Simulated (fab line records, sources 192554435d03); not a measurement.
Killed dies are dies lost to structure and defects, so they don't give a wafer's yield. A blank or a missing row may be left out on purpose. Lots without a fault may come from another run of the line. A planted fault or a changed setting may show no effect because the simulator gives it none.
fab line records | flow n5_finfet
record lots=7 wafers=21
route steps=1938 shown BEOL_M13@1685 BEOL_M14@1762
start_h: hours from the record's first day to the start of the lot's first wafer shown | wait_h: hours since the lot's step before | " the same as in the row above | L1.1+2: a row that stands for several wafers | - no value, or no start given | * or withheld: withheld | < > ~ a bound
route shown NAME@n: a module of which the file shows steps, and the number in the route of the first | usual: mean/standard deviation of fault-free wafers | same: alike in all rows | chamber/n: place in a boat | sites: the reading at each site | _std_site: their standard deviation | _edge_site: outer sites' mean less inner sites' | radius_mm: how far each site lies from the wafer's centre | mask NAME#n: copy n | behind: the tool/chamber that last shaped the wafer | hold: why the lot was held/for how many hours/how that ended | device: the transistor (n, p or np) that didn't switch | end of line: the same wafers' tests at the end of the route | a step without rows: its recipe alone | killed: dies lost to structure and defects at the first sort, not the wafer's yield | map: a wafer's dies, x killed, . not, _ none there
set.NAME: the setting as run; set.NAME@STEP: as run at that earlier step | model.NAME: the simulator's own value behind a step, which no gauge read
lots whose settings were changed on purpose; a table a step, a row a wafer
## steps
# step N5_BEOL_M13_EXPOSE_25
# recipe mask_id=M13 na=0.93 source_shape=conventional sigma_outer=0.4 polarization=unpolarized target_cd_nm=210 dose_mj=22
# columns lot.wafer tool chamber start_h wait_h mask set.dose_mj
L077.1+2 krf_scanner-01 0 245.80 - M13#0 22
L077.4 " 0 " " M13#0 23.31
L079.2+3+4 krf_scanner-01 0 254.68 - M13#0 23.53
L078.2+6 krf_scanner-02 0 259.22 - M13#0 22
L078.3 " 0 " " M13#0 22.89
L087.1+2+6 krf_scanner-01 0 314.68 - M13#0 22
L090.1+6 krf_scanner-02 0 337.88 - M13#0 22
L090.5 " 0 " " M13#0 21.55
L092.1+5 krf_scanner-01 0 346.72 - M13#0 21.18
L092.6 " 0 " " M13#0 22
L095.3 krf_scanner-01 0 367.98 - M13#0 22
L095.4+5 " 0 " " M13#0 22.95
# step N5_BEOL_M13_PEB_26
# recipe peb_temp_c=130 peb_time_s=90
# step N5_BEOL_M13_DEVELOP_27
# recipe develop_time_s=45 rinse_liquid=diw dry=air_spin dev_temp_c=21
# step N5_BEOL_M13_DESCUM_33
# recipe chemistry=O2 time_s=7.9 source_power_w=50 bias_power_w=20 pressure_mtorr=20 rf_frequency_hz=2.712e+07 temp_c=40 o2_flow_sccm=225
# columns lot.wafer tool chamber start_h wait_h set.dose_mj@BEOL_M13_EXPOSE_25 model.BEOL_M13.cd_nm
L077.1 rie_diel-01 3 246.07 0.0 22 210.2
L077.2 " 2 " " 22 208
L077.4 " 1 " " 23.31 216
L079.2 rie_diel-01 1 254.93 0.0 23.53 216.2
L079.3 " 3 " " 23.53 215.8
L079.4 " 1 " " 23.53 215.4
L078.2 rie_diel-01 2 259.48 0.0 22 209.6
L078.3 " 1 " " 22.89 215.4
L078.6 " 1 " " 22 211.2
L087.1 rie_diel-01 1 315.42 0.5 22 210
L087.2 " 0 " " 22 210.2
L087.6 " 0 " " 22 209
L090.1 rie_diel-01 1 338.14 0.0 22 208.2
L090.5 " 2 " " 21.55 208.2
L090.6 " 3 " " 22 209.2
L092.1 rie_diel-06 0 347.03 0.1 21.18 202.6
L092.5 " 0 " " 21.18 206.8
L092.6 " 3 " " 22 211.8
L095.3 rie_diel-02 3 368.42 0.2 22 211.4
L095.4 " 0 " " 22.95 213.4
L095.5 " 1 " " 22.95 215
# step N5_BEOL_M13_ETCH_67
# recipe chemistry=CF4 target=SiARC target_depth_a=1430 time_s=238.3 ion_energy_ev=80 pressure_mtorr=40 source_w=545 bias_w=36 Ar_flow_sccm=100 cf4_flow_sccm=100 ends=cleared
# columns lot.wafer tool chamber start_h wait_h set.spin_rpm@BEOL_M13_COAT_66 model.etch.depth_nm model.coat_of_BEOL_M13_COAT_22.thk_nm
L077.1 rie_diel-01 3 246.10 0.0 1500 109.9 211.6
L077.2 " 2 " " 1500 109.8 211.4
L077.4 " 1 " " 1565 107.9 212.8
L079.2 rie_diel-01 1 254.97 0.0 1500 110.2 211.8
L079.3 " 3 " " 1570 108 213.6
L079.4 " 1 " " 1570 107.8 213.6
L078.2 rie_diel-01 2 259.51 0.0 1500 109.9 211.8
L078.3 " 1 " " 1500 110 211.6
L078.6 " 1 " " 1500 110.1 211.6
L087.1 rie_diel-01 1 315.46 0.0 1500 110.1 212.6
L087.2 " 0 " " 1500 110 212
L087.6 " 0 " " 1500 109.9 212
L090.1 rie_diel-01 1 338.18 0.0 1500 110.7 212
L090.5 " 2 " " 1500 110.6 211
L090.6 " 3 " " 1500 110.5 210.8
L092.1 rie_diel-06 0 347.07 0.0 1500 110.4 210.4
L092.5 " 0 " " 1336 116.1 207
L092.6 " 3 " " 1336 116.2 206.4
L095.3 rie_diel-02 3 368.46 0.0 1500 110 210
L095.4 " 0 " " 1500 110.2 210.8
L095.5 " 1 " " 1500 109.9 210.2
# step N5_BEOL_M13_ETCH_68
# recipe chemistry=N2/H2 target=SOC mask_material=SiARC source_w=3000 bias_w=350 temp_c=40 time_s=355 ion_energy_ev=200 pressure_mtorr=30 n2_flow_sccm=200 h2_flow_sccm=200
# step N5_BEOL_M13_STRIP_69
# recipe chemistry=N2/H2 temp_c=40 n2_flow_sccm=200 h2_flow_sccm=200 rf_frequency_hz=6e+07
# step N5_BEOL_M13_STRIP_37
# recipe chemistry=N2/H2 power_w=1000 temp_c=250 h2_frac=0.65 overash_fraction=0.3 pressure_mtorr=withheld n2_flow_sccm=1750 h2_flow_sccm=3250
# step N5_BEOL_M13_ETCH_38
# recipe chemistry=CF4/N2 target=SiCN target_depth_a=675 taper_deg=2 time_s=71.9 ion_energy_ev=150 mask_material=SiO2 pressure_mtorr=40 source_w=430 bias_w=70 Ar_flow_sccm=100 cf4_flow_sccm=60 n2_flow_sccm=60
# columns lot.wafer tool chamber start_h wait_h set.time_s@BEOL_M13_ILD_DEP_00 model.SiOC_of_BEOL_M13_ILD_DEP_00.thk_nm
L077.1 rie_diel-02 2 248.28 - 191.3 900.8
L077.2 " 0 " " 166.4 775.4
L077.4 " 1 " " 166.4 777
L079.2 rie_diel-02 2 255.95 - 177.3 855.2
L079.3 " 0 " " 166.4 777.4
L079.4 " 0 " " 177.3 841.4
L078.2 rie_diel-01 1 261.16 - 166.4 780.6
L078.3 " 2 " " 147.9 697.4
L078.6 " 3 " " 147.9 720
L087.1 rie_diel-02 3 316.59 - 166.4 791.2
L087.2 " 2 " " 166.4 800.2
L087.6 " 2 " " 166.4 808.8
L090.1 rie_diel-06 3 344.68 - 166.4 792.4
L090.5 " 1 " " 155.2 759.8
L090.6 " 0 " " 155.2 734.8
L092.1 rie_diel-02 2 348.32 - 166.4 797.4
L092.5 " 3 " " 166.4 813.8
L092.6 " 0 " " 166.4 795.8
L095.3 rie_diel-06 1 369.17 - 166.4 780.2
L095.4 " 2 " " 177.6 844.4
L095.5 " 1 " " 166.4 794.2
# step N5_BEOL_M14_SPUTTER_43
# recipe material=TaN target_thk_a=150 temp_c=50 bias_v=168.6 power_w=15000 chamber_pressure_pa=0.12 time_s=24.19
# columns lot.wafer tool chamber start_h wait_h set.power_w model.TaN_of_BEOL_M14_SPUTTER_43.thk_nm
L077.1 pvd_sputter-03 - 255.17 0.0 15760 16.6
L077.2 " - " " 15000 15
L077.4 " - " " 15000 15.2
L079.2 pvd_sputter-02 - 262.01 0.0 15000 15
L079.3 " - " " 15000 15.4
L079.4 " - " " 15000 14.8
L078.2 pvd_sputter-03 - 268.90 0.0 15000 15.6
L078.3+6 " - " " 15000 15.4
L087.1+2+6 pvd_sputter-03 - 323.25 0.0 15000 15.8
L090.1+5 pvd_sputter-03 - 351.76 0.0 15000 15.6
L090.6 " - " " 15000 15
L092.1 pvd_sputter-01 - 355.31 0.0 17620 17.4
L092.5 " - " " 15000 15.2
L092.6 " - " " 15000 15
L095.3 pvd_sputter-03 - 373.96 0.0 13620 14.2
L095.4 " - " " 13620 13.4
L095.5 " - " " 13620 14
# step N5_BEOL_M14_DEP_53
# recipe material=SiCN target_thk_a=500 temp_c=withheld precursor=3MS/NH3 pressure_torr=3 rf_w=675 time_s=17.8
# columns lot.wafer tool chamber start_h wait_h set.time_s model.SiCN_of_BEOL_M14_DEP_53.thk_nm
L077.1 pecvd-04 2 256.45 0.0 17.8 50
L077.2 " 0 " " 15.16 42.6
L077.4 " 2 " " 17.8 51.2
L079.2 pecvd-04 2 263.95 0.0 18.74 52.2
L079.3 " 1 " " 17.8 49.4
L079.4 " 2 " " 17.8 49.8
L078.2 pecvd-01 0 270.76 0.0 17.8 48.8
L078.3 " 0 " " 17.8 50
L078.6 " 0 " " 17.8 49.2
L087.1 pecvd-01 2 324.56 0.0 17.8 51
L087.2 " 0 " " 17.8 49.4
L087.6 " 2 " " 17.8 51.8
L090.1 pecvd-01 0 352.92 0.0 17.8 48.8
L090.5 " 1 " " 17.8 49.6
L090.6 " 2 " " 17.8 50.8
L092.1 pecvd-02 0 356.45 0.0 17.8 50.4
L092.5 " 0 " " 17.8 51
L092.6 " 2 " " 18.79 53.4
L095.3 pecvd-01 1 375.55 0.0 15.47 44
L095.4 " 2 " " 15.47 45.2
L095.5 " 0 " " 17.8 49.8
## key
split step=N5_BEOL_M13_EXPOSE_25 setting=dose_mj stated=22 by=wafer
response step=N5_BEOL_M13_DESCUM_33 reading=model.BEOL_M13.cd_nm change=+1.14 per=1% r=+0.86
split step=N5_BEOL_M14_SPUTTER_43 setting=power_w stated=15000 by=wafer
response step=N5_BEOL_M14_SPUTTER_43 reading=model.TaN_of_BEOL_M14_SPUTTER_43.thk_nm change=+0.144 per=1% r=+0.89
split step=N5_BEOL_M14_DEP_53 setting=time_s stated=17.8 by=wafer
response step=N5_BEOL_M14_DEP_53 reading=model.SiCN_of_BEOL_M14_DEP_53.thk_nm change=+0.479 per=1% r=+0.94
split outside_this_file step=N5_BEOL_M13_ILD_DEP_00 setting=time_s
split outside_this_file step=N5_BEOL_M13_COAT_66 setting=spin_rpm
# split outside_this_file: this setting was split too, and the file shows its column; the key of that split is in another file
